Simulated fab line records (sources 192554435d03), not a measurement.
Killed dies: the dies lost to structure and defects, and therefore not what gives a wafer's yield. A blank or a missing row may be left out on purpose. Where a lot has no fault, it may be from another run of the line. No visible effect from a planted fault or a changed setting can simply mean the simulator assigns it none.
fab line records || flow n5_finfet || part 2 of 2: steps 15 to 24 of 24
[record] {"lots": 5, "wafers": 15, "last_day": 15}
route steps=1938 shown BEOL_M3@970
lots that met no fault: taken from a fault-free run of the same line
start_h: hours from the record's opening day to when the first of the lot's shown wafers began || wait_h: time in hours since the lot's previous step || " identical to the entry in the row above || L1.1+2: several wafers, shown together as one row || - either no value or no given start || * or withheld: withheld || < > ~ a bound
route shown NAME@n: a module of which the file shows steps, and the number in the route of the first || usual: mean and standard deviation over wafers with no fault || same: alike in all rows || chamber/n: place in a boat || sites: each site's reading || _std_site: standard deviation across them || _edge_site: mean of outer sites minus mean of inner sites || radius_mm: for every site, how far away it sits from the centre of the wafer || mask NAME#n: copy n || behind: the most recent tool/chamber to have shaped the wafer || hold: why the lot was held/for how many hours/how that ended || device: which transistor (n, p or np) failed to switch || end of line: the same wafers' tests at the end of the route || where a step has no rows: the recipe by itself || killed: not the wafer's yield, but the dies lost to structure and defects at the first sort || map: per-die view of a wafer (x killed, . not killed, _ where there is no die)
set.NAME: the setting as run; set.NAME@STEP: as run at that earlier step || model.NAME: the simulator's own value behind a step, which no gauge read
lots at some steps of the route; a table a step, a row a wafer
services: the hour from which a tool's chamber was out of use, counted from the record's first day as start_h (under 0 if before that day), plus the number of hours and why
[[steps]]
[step N5_BEOL_M3_HM_STRIP_39]
[recipe] {"chemistry": "peroxide_tin_strip", "material": "TiN", "target_depth_a": 250, "temp_c": 50, "time_s": 158}
[usual] {"bath_heat_duty_pct": "7.0/0.77"}
{"lot.wafer": "L074.1", "tool": "wet_bench-06", "chamber": 5, "start_h": 155.87, "wait_h": 0.0, "bath_heat_duty_pct": 7.2}
{"lot.wafer": "L074.5", "tool": "wet_bench-06", "chamber": 4, "start_h": 155.87, "wait_h": 0.0, "bath_heat_duty_pct": 6.1}
{"lot.wafer": "L074.6", "tool": "wet_bench-06", "chamber": 6, "start_h": 155.87, "wait_h": 0.0, "bath_heat_duty_pct": 5.5}
{"lot.wafer": "L080.2", "tool": "wet_bench-06", "chamber": 5, "start_h": 186.51, "wait_h": 0.0, "bath_heat_duty_pct": 7.9}
{"lot.wafer": "L080.5", "tool": "wet_bench-06", "chamber": 4, "start_h": 186.51, "wait_h": 0.0, "bath_heat_duty_pct": 6.4}
{"lot.wafer": "L080.6", "tool": "wet_bench-06", "chamber": 1, "start_h": 186.51, "wait_h": 0.0, "bath_heat_duty_pct": 7.7}
{"lot.wafer": "L082.1", "tool": "wet_bench-06", "chamber": 5, "start_h": 198.01, "wait_h": 0.0, "bath_heat_duty_pct": 7.6}
{"lot.wafer": "L082.3", "tool": "wet_bench-06", "chamber": 4, "start_h": 198.01, "wait_h": 0.0, "bath_heat_duty_pct": 6.6}
{"lot.wafer": "L082.6", "tool": "wet_bench-06", "chamber": 1, "start_h": 198.01, "wait_h": 0.0, "bath_heat_duty_pct": 7.0}
{"lot.wafer": "L085.1", "tool": "wet_bench-02", "chamber": 4, "start_h": 211.04, "wait_h": 0.0, "bath_heat_duty_pct": 6.3}
{"lot.wafer": "L085.3", "tool": "wet_bench-02", "chamber": 3, "start_h": 211.04, "wait_h": 0.0, "bath_heat_duty_pct": 6.6}
{"lot.wafer": "L085.6", "tool": "wet_bench-02", "chamber": 0, "start_h": 211.04, "wait_h": 0.0, "bath_heat_duty_pct": 7.8}
{"lot.wafer": "L087.1", "tool": "wet_bench-01", "chamber": 7, "start_h": 237.48, "wait_h": 0.0, "bath_heat_duty_pct": 6.9}
{"lot.wafer": "L087.4", "tool": "wet_bench-01", "chamber": 2, "start_h": 237.48, "wait_h": 0.0, "bath_heat_duty_pct": 7.9}
{"lot.wafer": "L087.6", "tool": "wet_bench-01", "chamber": 0, "start_h": 237.48, "wait_h": 0.0, "bath_heat_duty_pct": 7.0}
[step N5_BEOL_M3_SRD_40]
[recipe] {"time_s": 30, "temp_c": 23, "rinse_liquid": "diw", "dry": "ipa_marangoni"}
[usual] {"bath_heat_duty_pct": "3.6/0.5"}
{"lot.wafer": "L074.1", "tool": "wet_bench-06", "chamber": 5, "start_h": 155.91, "wait_h": 0.0, "bath_heat_duty_pct": 3.7}
{"lot.wafer": "L074.5", "tool": "wet_bench-06", "chamber": 4, "start_h": 155.91, "wait_h": 0.0, "bath_heat_duty_pct": 2.9}
{"lot.wafer": "L074.6", "tool": "wet_bench-06", "chamber": 6, "start_h": 155.91, "wait_h": 0.0, "bath_heat_duty_pct": 3.2}
{"lot.wafer": "L080.2", "tool": "wet_bench-06", "chamber": 5, "start_h": 186.56, "wait_h": 0.0, "bath_heat_duty_pct": 4.6}
{"lot.wafer": "L080.5", "tool": "wet_bench-06", "chamber": 4, "start_h": 186.56, "wait_h": 0.0, "bath_heat_duty_pct": 2.9}
{"lot.wafer": "L080.6", "tool": "wet_bench-06", "chamber": 1, "start_h": 186.56, "wait_h": 0.0, "bath_heat_duty_pct": 3.6}
{"lot.wafer": "L082.1", "tool": "wet_bench-06", "chamber": 5, "start_h": 198.06, "wait_h": 0.0, "bath_heat_duty_pct": 3.7}
{"lot.wafer": "L082.3", "tool": "wet_bench-06", "chamber": 4, "start_h": 198.06, "wait_h": 0.0, "bath_heat_duty_pct": 3.2}
{"lot.wafer": "L082.6", "tool": "wet_bench-06", "chamber": 1, "start_h": 198.06, "wait_h": 0.0, "bath_heat_duty_pct": 4.5}
{"lot.wafer": "L085.1", "tool": "wet_bench-02", "chamber": 4, "start_h": 211.09, "wait_h": 0.0, "bath_heat_duty_pct": 3.5}
{"lot.wafer": "L085.3", "tool": "wet_bench-02", "chamber": 3, "start_h": 211.09, "wait_h": 0.0, "bath_heat_duty_pct": 3.8}
{"lot.wafer": "L085.6", "tool": "wet_bench-02", "chamber": 0, "start_h": 211.09, "wait_h": 0.0, "bath_heat_duty_pct": 3.7}
{"lot.wafer": "L087.1", "tool": "wet_bench-01", "chamber": 7, "start_h": 237.53, "wait_h": 0.0, "bath_heat_duty_pct": 3.9}
{"lot.wafer": "L087.4", "tool": "wet_bench-01", "chamber": 2, "start_h": 237.53, "wait_h": 0.0, "bath_heat_duty_pct": 3.9}
{"lot.wafer": "L087.6", "tool": "wet_bench-01", "chamber": 0, "start_h": 237.53, "wait_h": 0.0, "bath_heat_duty_pct": 3.5}
[step N5_BEOL_M3_PRECLEAN_42]
[recipe] {"chemistry": "residue_remover", "time_s": 60, "temp_c": 40}
[usual] {"bath_heat_duty_pct": "4.4/0.55"}
{"lot.wafer": "L074.1", "tool": "wet_bench-06", "chamber": 5, "start_h": 155.93, "wait_h": 0.0, "bath_heat_duty_pct": 4.6}
{"lot.wafer": "L074.5", "tool": "wet_bench-06", "chamber": 4, "start_h": 155.93, "wait_h": 0.0, "bath_heat_duty_pct": 4.2}
{"lot.wafer": "L074.6", "tool": "wet_bench-06", "chamber": 6, "start_h": 155.93, "wait_h": 0.0, "bath_heat_duty_pct": 4.0}
{"lot.wafer": "L080.2", "tool": "wet_bench-06", "chamber": 5, "start_h": 186.58, "wait_h": 0.0, "bath_heat_duty_pct": 4.5}
{"lot.wafer": "L080.5", "tool": "wet_bench-06", "chamber": 4, "start_h": 186.58, "wait_h": 0.0, "bath_heat_duty_pct": 4.3}
{"lot.wafer": "L080.6", "tool": "wet_bench-06", "chamber": 1, "start_h": 186.58, "wait_h": 0.0, "bath_heat_duty_pct": 4.8}
{"lot.wafer": "L082.1", "tool": "wet_bench-06", "chamber": 5, "start_h": 198.08, "wait_h": 0.0, "bath_heat_duty_pct": 5.5}
{"lot.wafer": "L082.3", "tool": "wet_bench-06", "chamber": 4, "start_h": 198.08, "wait_h": 0.0, "bath_heat_duty_pct": 4.3}
{"lot.wafer": "L082.6", "tool": "wet_bench-06", "chamber": 1, "start_h": 198.08, "wait_h": 0.0, "bath_heat_duty_pct": 4.9}
{"lot.wafer": "L085.1", "tool": "wet_bench-02", "chamber": 4, "start_h": 211.11, "wait_h": 0.0, "bath_heat_duty_pct": 4.1}
{"lot.wafer": "L085.3", "tool": "wet_bench-02", "chamber": 3, "start_h": 211.11, "wait_h": 0.0, "bath_heat_duty_pct": 3.8}
{"lot.wafer": "L085.6", "tool": "wet_bench-02", "chamber": 0, "start_h": 211.11, "wait_h": 0.0, "bath_heat_duty_pct": 4.0}
{"lot.wafer": "L087.1", "tool": "wet_bench-01", "chamber": 7, "start_h": 237.55, "wait_h": 0.0, "bath_heat_duty_pct": 5.1}
{"lot.wafer": "L087.4", "tool": "wet_bench-01", "chamber": 2, "start_h": 237.55, "wait_h": 0.0, "bath_heat_duty_pct": 5.2}
{"lot.wafer": "L087.6", "tool": "wet_bench-01", "chamber": 0, "start_h": 237.55, "wait_h": 0.0, "bath_heat_duty_pct": 4.2}
[step N5_BEOL_M3_SRD_43]
[recipe] {"time_s": 30, "temp_c": 23, "rinse_liquid": "diw", "dry": "ipa_marangoni"}
[usual] {"bath_heat_duty_pct": "3.6/0.48"}
{"lot.wafer": "L074.1", "tool": "wet_bench-06", "chamber": 5, "start_h": 155.95, "wait_h": 0.0, "bath_heat_duty_pct": 4.3}
{"lot.wafer": "L074.5", "tool": "wet_bench-06", "chamber": 4, "start_h": 155.95, "wait_h": 0.0, "bath_heat_duty_pct": 3.2}
{"lot.wafer": "L074.6", "tool": "wet_bench-06", "chamber": 6, "start_h": 155.95, "wait_h": 0.0, "bath_heat_duty_pct": 2.7}
{"lot.wafer": "L080.2", "tool": "wet_bench-06", "chamber": 5, "start_h": 186.59, "wait_h": 0.0, "bath_heat_duty_pct": 3.9}
{"lot.wafer": "L080.5", "tool": "wet_bench-06", "chamber": 4, "start_h": 186.59, "wait_h": 0.0, "bath_heat_duty_pct": 3.8}
{"lot.wafer": "L080.6", "tool": "wet_bench-06", "chamber": 1, "start_h": 186.59, "wait_h": 0.0, "bath_heat_duty_pct": 3.5}
{"lot.wafer": "L082.1", "tool": "wet_bench-06", "chamber": 5, "start_h": 198.09, "wait_h": 0.0, "bath_heat_duty_pct": 3.9}
{"lot.wafer": "L082.3", "tool": "wet_bench-06", "chamber": 4, "start_h": 198.09, "wait_h": 0.0, "bath_heat_duty_pct": 3.4}
{"lot.wafer": "L082.6", "tool": "wet_bench-06", "chamber": 1, "start_h": 198.09, "wait_h": 0.0, "bath_heat_duty_pct": 4.2}
{"lot.wafer": "L085.1", "tool": "wet_bench-02", "chamber": 4, "start_h": 211.13, "wait_h": 0.0, "bath_heat_duty_pct": 3.7}
{"lot.wafer": "L085.3", "tool": "wet_bench-02", "chamber": 3, "start_h": 211.13, "wait_h": 0.0, "bath_heat_duty_pct": 3.5}
{"lot.wafer": "L085.6", "tool": "wet_bench-02", "chamber": 0, "start_h": 211.13, "wait_h": 0.0, "bath_heat_duty_pct": 3.1}
{"lot.wafer": "L087.1", "tool": "wet_bench-01", "chamber": 7, "start_h": 237.56, "wait_h": 0.0, "bath_heat_duty_pct": 4.1}
{"lot.wafer": "L087.4", "tool": "wet_bench-01", "chamber": 2, "start_h": 237.56, "wait_h": 0.0, "bath_heat_duty_pct": 3.9}
{"lot.wafer": "L087.6", "tool": "wet_bench-01", "chamber": 0, "start_h": 237.56, "wait_h": 0.0, "bath_heat_duty_pct": 3.7}
[step N5_BEOL_M3_CD_MEAS_35]
[recipe] {"target_cd_nm": 18, "target_cd_y_nm": 21, "polarity": "opening"}
[usual] {"cd_nm": "18.05/0.29"}
{"lot.wafer": "L074.1", "tool": "cd_sem-01", "chamber": "-", "start_h": 155.99, "wait_h": 0.0, "cd_nm": 18.29}
{"lot.wafer": "L074.5", "tool": "cd_sem-01", "chamber": "-", "start_h": 155.99, "wait_h": 0.0, "cd_nm": 17.82}
{"lot.wafer": "L074.6", "tool": "cd_sem-01", "chamber": "-", "start_h": 155.99, "wait_h": 0.0, "cd_nm": 18.07}
{"lot.wafer": "L080.2", "tool": "cd_sem-01", "chamber": "-", "start_h": 186.64, "wait_h": 0.0, "cd_nm": 18.16}
{"lot.wafer": "L080.5", "tool": "cd_sem-01", "chamber": "-", "start_h": 186.64, "wait_h": 0.0, "cd_nm": 18.45}
{"lot.wafer": "L080.6", "tool": "cd_sem-01", "chamber": "-", "start_h": 186.64, "wait_h": 0.0, "cd_nm": 18.62}
{"lot.wafer": "L082.1", "tool": "cd_sem-01", "chamber": "-", "start_h": 198.14, "wait_h": 0.0, "cd_nm": 18.42}
{"lot.wafer": "L082.3", "tool": "cd_sem-01", "chamber": "-", "start_h": 198.14, "wait_h": 0.0, "cd_nm": 17.85}
{"lot.wafer": "L082.6", "tool": "cd_sem-01", "chamber": "-", "start_h": 198.14, "wait_h": 0.0, "cd_nm": 17.85}
{"lot.wafer": "L085.1", "tool": "cd_sem-03", "chamber": "-", "start_h": 211.17, "wait_h": 0.0, "cd_nm": 17.49}
{"lot.wafer": "L085.3", "tool": "cd_sem-03", "chamber": "-", "start_h": 211.17, "wait_h": 0.0, "cd_nm": 18.07}
{"lot.wafer": "L085.6", "tool": "cd_sem-03", "chamber": "-", "start_h": 211.17, "wait_h": 0.0, "cd_nm": 17.94}
{"lot.wafer": "L087.1", "tool": "cd_sem-01", "chamber": "-", "start_h": 237.60, "wait_h": 0.0, "cd_nm": 18.43}
{"lot.wafer": "L087.4", "tool": "cd_sem-01", "chamber": "-", "start_h": 237.60, "wait_h": 0.0, "cd_nm": 17.82}
{"lot.wafer": "L087.6", "tool": "cd_sem-01", "chamber": "-", "start_h": 237.60, "wait_h": 0.0, "cd_nm": 18.36}
[step N5_BEOL_M3_DEGAS_44]
[recipe] {"ambient": "vacuum", "temp_c": 250, "time_s": 60}
[usual] {"heater_power_w": "332/36", "susceptor_temp_C": "249.95/0.18"}
{"lot.wafer": "L074.1", "tool": "pvd_sputter-03", "chamber": "-", "start_h": 156.31, "wait_h": 0.3, "heater_power_w": 310, "susceptor_temp_C": 249.65}
{"lot.wafer": "L074.5", "tool": "pvd_sputter-03", "chamber": "-", "start_h": 156.31, "wait_h": 0.3, "heater_power_w": 283, "susceptor_temp_C": 249.97}
{"lot.wafer": "L074.6", "tool": "pvd_sputter-03", "chamber": "-", "start_h": 156.31, "wait_h": 0.3, "heater_power_w": 320, "susceptor_temp_C": 249.78}
{"lot.wafer": "L080.2", "tool": "pvd_sputter-02", "chamber": "-", "start_h": 187.20, "wait_h": 0.6, "heater_power_w": 398, "susceptor_temp_C": 250.34}
{"lot.wafer": "L080.5", "tool": "pvd_sputter-02", "chamber": "-", "start_h": 187.20, "wait_h": 0.6, "heater_power_w": 318, "susceptor_temp_C": 249.93}
{"lot.wafer": "L080.6", "tool": "pvd_sputter-02", "chamber": "-", "start_h": 187.20, "wait_h": 0.6, "heater_power_w": 352, "susceptor_temp_C": 249.93}
{"lot.wafer": "L082.1", "tool": "pvd_sputter-03", "chamber": "-", "start_h": 198.62, "wait_h": 0.5, "heater_power_w": 344, "susceptor_temp_C": 249.90}
{"lot.wafer": "L082.3", "tool": "pvd_sputter-03", "chamber": "-", "start_h": 198.62, "wait_h": 0.5, "heater_power_w": 283, "susceptor_temp_C": 249.81}
{"lot.wafer": "L082.6", "tool": "pvd_sputter-03", "chamber": "-", "start_h": 198.62, "wait_h": 0.5, "heater_power_w": 276, "susceptor_temp_C": 249.87}
{"lot.wafer": "L085.1", "tool": "pvd_sputter-02", "chamber": "-", "start_h": 211.70, "wait_h": 0.5, "heater_power_w": 349, "susceptor_temp_C": 249.84}
{"lot.wafer": "L085.3", "tool": "pvd_sputter-02", "chamber": "-", "start_h": 211.70, "wait_h": 0.5, "heater_power_w": 393, "susceptor_temp_C": 249.90}
{"lot.wafer": "L085.6", "tool": "pvd_sputter-02", "chamber": "-", "start_h": 211.70, "wait_h": 0.5, "heater_power_w": 361, "susceptor_temp_C": 249.70}
{"lot.wafer": "L087.1", "tool": "pvd_sputter-03", "chamber": "-", "start_h": 237.86, "wait_h": 0.3, "heater_power_w": 327, "susceptor_temp_C": 250.11}
{"lot.wafer": "L087.4", "tool": "pvd_sputter-03", "chamber": "-", "start_h": 237.86, "wait_h": 0.3, "heater_power_w": 347, "susceptor_temp_C": 250.14}
{"lot.wafer": "L087.6", "tool": "pvd_sputter-03", "chamber": "-", "start_h": 237.86, "wait_h": 0.3, "heater_power_w": 347, "susceptor_temp_C": 250.23}
[step N5_BEOL_M3_PRE_CLEAN_45]
[recipe] {"gas": "H2/He", "time_s": 30, "temp_c": 250}
[usual] {"heater_power_w": "331/37", "susceptor_temp_C": "249.99/0.16"}
{"lot.wafer": "L074.1", "tool": "pvd_sputter-03", "chamber": "-", "start_h": 156.35, "wait_h": 0.0, "heater_power_w": 311, "susceptor_temp_C": 250.12}
{"lot.wafer": "L074.5", "tool": "pvd_sputter-03", "chamber": "-", "start_h": 156.35, "wait_h": 0.0, "heater_power_w": 284, "susceptor_temp_C": 249.67}
{"lot.wafer": "L074.6", "tool": "pvd_sputter-03", "chamber": "-", "start_h": 156.35, "wait_h": 0.0, "heater_power_w": 318, "susceptor_temp_C": 250.08}
{"lot.wafer": "L080.2", "tool": "pvd_sputter-02", "chamber": "-", "start_h": 187.24, "wait_h": 0.0, "heater_power_w": 390, "susceptor_temp_C": 249.84}
{"lot.wafer": "L080.5", "tool": "pvd_sputter-02", "chamber": "-", "start_h": 187.24, "wait_h": 0.0, "heater_power_w": 315, "susceptor_temp_C": 250.24}
{"lot.wafer": "L080.6", "tool": "pvd_sputter-02", "chamber": "-", "start_h": 187.24, "wait_h": 0.0, "heater_power_w": 353, "susceptor_temp_C": 250.36}
{"lot.wafer": "L082.1", "tool": "pvd_sputter-03", "chamber": "-", "start_h": 198.66, "wait_h": 0.0, "heater_power_w": 338, "susceptor_temp_C": 250.06}
{"lot.wafer": "L082.3", "tool": "pvd_sputter-03", "chamber": "-", "start_h": 198.66, "wait_h": 0.0, "heater_power_w": 276, "susceptor_temp_C": 249.95}
{"lot.wafer": "L082.6", "tool": "pvd_sputter-03", "chamber": "-", "start_h": 198.66, "wait_h": 0.0, "heater_power_w": 279, "susceptor_temp_C": 250.07}
{"lot.wafer": "L085.1", "tool": "pvd_sputter-02", "chamber": "-", "start_h": 211.74, "wait_h": 0.0, "heater_power_w": 352, "susceptor_temp_C": 250.10}
{"lot.wafer": "L085.3", "tool": "pvd_sputter-02", "chamber": "-", "start_h": 211.74, "wait_h": 0.0, "heater_power_w": 387, "susceptor_temp_C": 250.07}
{"lot.wafer": "L085.6", "tool": "pvd_sputter-02", "chamber": "-", "start_h": 211.74, "wait_h": 0.0, "heater_power_w": 351, "susceptor_temp_C": 250.08}
{"lot.wafer": "L087.1", "tool": "pvd_sputter-03", "chamber": "-", "start_h": 237.90, "wait_h": 0.0, "heater_power_w": 318, "susceptor_temp_C": 249.91}
{"lot.wafer": "L087.4", "tool": "pvd_sputter-03", "chamber": "-", "start_h": 237.90, "wait_h": 0.0, "heater_power_w": 347, "susceptor_temp_C": 249.92}
{"lot.wafer": "L087.6", "tool": "pvd_sputter-03", "chamber": "-", "start_h": 237.90, "wait_h": 0.0, "heater_power_w": 340, "susceptor_temp_C": 250.23}
[step N5_BEOL_M3_ALD_84]
[recipe] {"material": "TaN", "target_thk_a": "*", "temp_c": 275, "ald_precursor_family": "PDMAT", "ald_co_reactant": "NH3", "pressure_torr": 3, "carrier_flow_sccm": 1500, "pulse_time_s": 2, "purge_time_s": 3, "co_reactant_purge_time_s": 2, "co_reactant_pulse_time_s": 3, "ald_cycles": 30, "precursor_vessel_temp_c": 75, "precursor_vessel_pressure_torr": 26.25, "precursor_vessel_carrier_sccm": 1000}
[usual] {"heater_power_w": "403/48", "susceptor_temp_C": "275.00/0.17"}
{"lot.wafer": "L074.1", "tool": "ald_metal-01", "chamber": 0, "start_h": 156.61, "wait_h": 0.2, "heater_power_w": 313, "susceptor_temp_C": 274.94}
{"lot.wafer": "L074.5", "tool": "ald_metal-01", "chamber": 0, "start_h": 156.61, "wait_h": 0.2, "heater_power_w": 316, "susceptor_temp_C": 275.10}
{"lot.wafer": "L074.6", "tool": "ald_metal-01", "chamber": 1, "start_h": 156.61, "wait_h": 0.2, "heater_power_w": 322, "susceptor_temp_C": 275.11}
{"lot.wafer": "L080.2", "tool": "ald_metal-02", "chamber": 0, "start_h": 187.30, "wait_h": 0.0, "heater_power_w": 456, "susceptor_temp_C": 274.84}
{"lot.wafer": "L080.5", "tool": "ald_metal-02", "chamber": 3, "start_h": 187.30, "wait_h": 0.0, "heater_power_w": 404, "susceptor_temp_C": 274.97}
{"lot.wafer": "L080.6", "tool": "ald_metal-02", "chamber": 0, "start_h": 187.30, "wait_h": 0.0, "heater_power_w": 469, "susceptor_temp_C": 275.13}
{"lot.wafer": "L082.1", "tool": "ald_metal-04", "chamber": 0, "start_h": 198.72, "wait_h": 0.0, "heater_power_w": 480, "susceptor_temp_C": 275.11}
{"lot.wafer": "L082.3", "tool": "ald_metal-04", "chamber": 2, "start_h": 198.72, "wait_h": 0.0, "heater_power_w": 425, "susceptor_temp_C": 275.00}
{"lot.wafer": "L082.6", "tool": "ald_metal-04", "chamber": 0, "start_h": 198.72, "wait_h": 0.0, "heater_power_w": 472, "susceptor_temp_C": 275.04}
{"lot.wafer": "L085.1", "tool": "ald_metal-01", "chamber": 3, "start_h": 212.03, "wait_h": 0.3, "heater_power_w": 470, "susceptor_temp_C": 275.14}
{"lot.wafer": "L085.3", "tool": "ald_metal-01", "chamber": 1, "start_h": 212.03, "wait_h": 0.3, "heater_power_w": 318, "susceptor_temp_C": 274.97}
{"lot.wafer": "L085.6", "tool": "ald_metal-01", "chamber": 3, "start_h": 212.03, "wait_h": 0.3, "heater_power_w": 473, "susceptor_temp_C": 275.18}
{"lot.wafer": "L087.1", "tool": "ald_metal-04", "chamber": 1, "start_h": 238.19, "wait_h": 0.3, "heater_power_w": 413, "susceptor_temp_C": 274.72}
{"lot.wafer": "L087.4", "tool": "ald_metal-04", "chamber": 0, "start_h": 238.19, "wait_h": 0.3, "heater_power_w": 467, "susceptor_temp_C": 274.96}
{"lot.wafer": "L087.6", "tool": "ald_metal-04", "chamber": 0, "start_h": 238.19, "wait_h": 0.3, "heater_power_w": 474, "susceptor_temp_C": 275.00}
[step N5_BEOL_M3_SURFACE_TREAT_85]
[recipe] {"gas": "Ar", "time_s": "*", "ion_energy_ev": "*", "ion_current_ma_cm2": 0.5, "pressure_mtorr": "*", "ar_flow_sccm": 30}
[usual] {"ar_flow_sccm": "30.00/0.098", "throttle_valve_pct": "*"}
{"lot.wafer": "L074.1", "tool": "pvd_sputter-03", "chamber": "-", "start_h": 156.87, "wait_h": 0.2, "ar_flow_sccm": 29.97, "throttle_valve_pct": "*"}
{"lot.wafer": "L074.5", "tool": "pvd_sputter-03", "chamber": "-", "start_h": 156.87, "wait_h": 0.2, "ar_flow_sccm": 29.93, "throttle_valve_pct": "*"}
{"lot.wafer": "L074.6", "tool": "pvd_sputter-03", "chamber": "-", "start_h": 156.87, "wait_h": 0.2, "ar_flow_sccm": 29.84, "throttle_valve_pct": "*"}
{"lot.wafer": "L080.2", "tool": "pvd_sputter-02", "chamber": "-", "start_h": 187.78, "wait_h": 0.4, "ar_flow_sccm": 29.96, "throttle_valve_pct": "*"}
{"lot.wafer": "L080.5", "tool": "pvd_sputter-02", "chamber": "-", "start_h": 187.78, "wait_h": 0.4, "ar_flow_sccm": 29.87, "throttle_valve_pct": "*"}
{"lot.wafer": "L080.6", "tool": "pvd_sputter-02", "chamber": "-", "start_h": 187.78, "wait_h": 0.4, "ar_flow_sccm": 29.83, "throttle_valve_pct": "*"}
{"lot.wafer": "L082.1", "tool": "pvd_sputter-03", "chamber": "-", "start_h": 198.96, "wait_h": 0.1, "ar_flow_sccm": 29.94, "throttle_valve_pct": "*"}
{"lot.wafer": "L082.3", "tool": "pvd_sputter-03", "chamber": "-", "start_h": 198.96, "wait_h": 0.1, "ar_flow_sccm": 30.03, "throttle_valve_pct": "*"}
{"lot.wafer": "L082.6", "tool": "pvd_sputter-03", "chamber": "-", "start_h": 198.96, "wait_h": 0.1, "ar_flow_sccm": 29.92, "throttle_valve_pct": "*"}
{"lot.wafer": "L085.1", "tool": "pvd_sputter-02", "chamber": "-", "start_h": 212.54, "wait_h": 0.4, "ar_flow_sccm": 30.15, "throttle_valve_pct": "*"}
{"lot.wafer": "L085.3", "tool": "pvd_sputter-02", "chamber": "-", "start_h": 212.54, "wait_h": 0.4, "ar_flow_sccm": 29.94, "throttle_valve_pct": "*"}
{"lot.wafer": "L085.6", "tool": "pvd_sputter-02", "chamber": "-", "start_h": 212.54, "wait_h": 0.4, "ar_flow_sccm": 30.04, "throttle_valve_pct": "*"}
{"lot.wafer": "L087.1", "tool": "pvd_sputter-02", "chamber": "-", "start_h": 238.46, "wait_h": 0.2, "ar_flow_sccm": 30.13, "throttle_valve_pct": "*"}
{"lot.wafer": "L087.4", "tool": "pvd_sputter-02", "chamber": "-", "start_h": 238.46, "wait_h": 0.2, "ar_flow_sccm": 30.02, "throttle_valve_pct": "*"}
{"lot.wafer": "L087.6", "tool": "pvd_sputter-02", "chamber": "-", "start_h": 238.46, "wait_h": 0.2, "ar_flow_sccm": 29.99, "throttle_valve_pct": "*"}
[step N5_BEOL_M3_CVD_47]
[recipe] {"material": "Co", "target_thk_a": 30, "temp_c": "withheld", "precursor": "CCTBA/H2", "pressure_torr": 30, "time_s": 223.8}
{"lot.wafer": "L074.1+5+6", "tool": "cvd_co-01", "chamber": "2,2,1", "start_h": 156.94, "wait_h": 0.1}
{"lot.wafer": "L080.2+5+6", "tool": "cvd_co-02", "chamber": "0,2,1", "start_h": 187.85, "wait_h": 0.0}
{"lot.wafer": "L082.1+3+6", "tool": "cvd_co-02", "chamber": "1,2,2", "start_h": 199.14, "wait_h": 0.2}
{"lot.wafer": "L085.1+3+6", "tool": "cvd_co-01", "chamber": "1,2,0", "start_h": 212.78, "wait_h": 0.2}
{"lot.wafer": "L087.1+4+6", "tool": "cvd_co-01", "chamber": "0,0,2", "start_h": 238.52, "wait_h": 0.0}
[[services]]
{"tool": "ald_metal-04", "chamber": "-", "start_h": 125.40, "hours": 1.4, "kind": "repair"}
{"tool": "pvd_sputter-03", "chamber": "-", "start_h": 134.61, "hours": 4.0, "kind": "repair"}
{"tool": "cvd_co-01", "chamber": "-", "start_h": 136.95, "hours": 16.5, "kind": "repair"}
{"tool": "rie_diel-02", "chamber": 2, "start_h": 138.40, "hours": "-", "kind": "clean"}
{"tool": "rie_diel-02", "chamber": 2, "start_h": 138.40, "hours": "-", "kind": "consumable_replace:focus_ring"}
{"tool": "rie_diel-02", "chamber": 2, "start_h": 138.40, "hours": 25.0, "kind": "scheduled_down"}
{"tool": "rie_diel-02", "chamber": 2, "start_h": 138.40, "hours": 25.0, "kind": "vent_cycle"}
{"tool": "rie_diel-01", "chamber": 3, "start_h": 147.65, "hours": 1.5, "kind": "repair"}
{"tool": "ald_sin-01", "chamber": 0, "start_h": 159.33, "hours": 3.7, "kind": "repair"}
{"tool": "ald_metal-02", "chamber": 2, "start_h": 164.26, "hours": 5.3, "kind": "repair"}
{"tool": "ald_metal-04", "chamber": "-", "start_h": 164.62, "hours": 28.1, "kind": "pm"}
{"tool": "ald_metal-01", "chamber": "-", "start_h": 181.28, "hours": 2.8, "kind": "pm"}
{"tool": "rie_diel-02", "chamber": 3, "start_h": 191.01, "hours": 10.1, "kind": "repair"}
{"tool": "rie_diel-01", "chamber": 0, "start_h": 196.11, "hours": "-", "kind": "clean"}
{"tool": "rie_diel-01", "chamber": 0, "start_h": 196.11, "hours": "-", "kind": "consumable_replace:focus_ring"}
{"tool": "rie_diel-01", "chamber": 0, "start_h": 196.11, "hours": 21.7, "kind": "scheduled_down"}
{"tool": "rie_diel-01", "chamber": 0, "start_h": 196.11, "hours": 21.7, "kind": "vent_cycle"}
{"tool": "cvd_co-01", "chamber": "-", "start_h": 206.43, "hours": 0.5, "kind": "repair"}
{"tool": "wet_bench-01", "chamber": "-", "start_h": 208.72, "hours": 2.9, "kind": "repair"}
{"tool": "rie_diel-05", "chamber": 1, "start_h": 210.89, "hours": 6.7, "kind": "repair"}
{"tool": "ald_metal-04", "chamber": "-", "start_h": 228.99, "hours": 1.1, "kind": "repair"}
{"tool": "rie_diel-01", "chamber": 1, "start_h": 233.89, "hours": "-", "kind": "clean"}
{"tool": "rie_diel-01", "chamber": 1, "start_h": 233.89, "hours": "-", "kind": "consumable_replace:focus_ring"}
{"tool": "rie_diel-01", "chamber": 1, "start_h": 233.89, "hours": 18.3, "kind": "scheduled_down"}
